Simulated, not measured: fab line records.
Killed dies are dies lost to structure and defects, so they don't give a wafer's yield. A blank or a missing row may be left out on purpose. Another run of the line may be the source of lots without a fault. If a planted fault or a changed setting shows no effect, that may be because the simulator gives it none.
Chamber matching    flow n5_finfet    4 sister chambers for N5_GATE_CUT_STRIP_41 on rie_diel-02
The step strips in CF4. 14 wafers are shown with their chamber, then 7 later ones without.

## EACH WAFER AND ITS CHAMBER
wafer   chamber  drypump_motor_current_A (A)  oes_product_au (a.u.)  throttle_valve_pct (%)
L074.1  0        5.6                          0.164                  13.63
L074.2  2        5.9                          0.179                  13.60
L074.3  3        5.3                          0.199                  13.46
L074.4  1        5.6                          0.182                  13.70
L074.5  0        5.6                          0.158                  13.64
L074.6  1        5.6                          0.178                  13.68
L079.1  2        5.9                          0.176                  13.62
L079.2  0        5.6                          0.154                  13.66
L079.3  3        5.3                          0.194                  13.48
L080.3  1        5.5                          0.180                  13.73
L080.4  0        5.6                          0.158                  13.66
L080.5  2        5.8                          0.176                  13.63
L088.1  1        5.6                          0.177                  13.77
L088.2  2        5.9                          0.181                  13.66

SIGNATURES (means of the wafers above)
reading                  chamber 0  chamber 1  chamber 2  chamber 3  scatter within a chamber
drypump_motor_current_A  5.600      5.575      5.875      5.300      0.0387
oes_product_au           0.15850    0.17925    0.17800    0.19650    0.0031
throttle_valve_pct       13.6475    13.7200    13.6275    13.4700    0.0271
Rule: a wafer's distance from a chamber is the root of the sum, over the readings, of the square of ((its reading less the chamber's mean) divided by the reading's scatter). The wafer belongs to the nearest chamber; if the next one is less than 2 further off, it can't be placed. The scatter: the root of (the sum of the squares of (reading less its chamber's mean) over the shown wafers, divided by (wafers less chambers)).

## WAFERS WHOSE CHAMBER IS MISSING
wafer   drypump_motor_current_A (A)  oes_product_au (a.u.)  throttle_valve_pct (%)
L088.5  5.6                          0.179                  13.75
L089.1  5.9                          0.172                  13.67
L089.4  5.6                          0.220                  13.13
L089.6  5.3                          0.192                  13.53
L090.1  5.6                          0.178                  13.76
L090.2  5.6                          0.217                  13.12
L090.3  5.9                          0.171                  13.68

## WHICH CHAMBER EACH WENT THROUGH
wafer    from the rows above   in truth
L088.5   1                     1
L089.1   2                     2
L089.4   3                     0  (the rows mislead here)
L089.6   3                     3
L090.1   1                     1
L090.2   3                     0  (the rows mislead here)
L090.3   2                     2
Placed correctly: 5 of 7. Not placeable from these rows: 0. 2 placed wrongly.
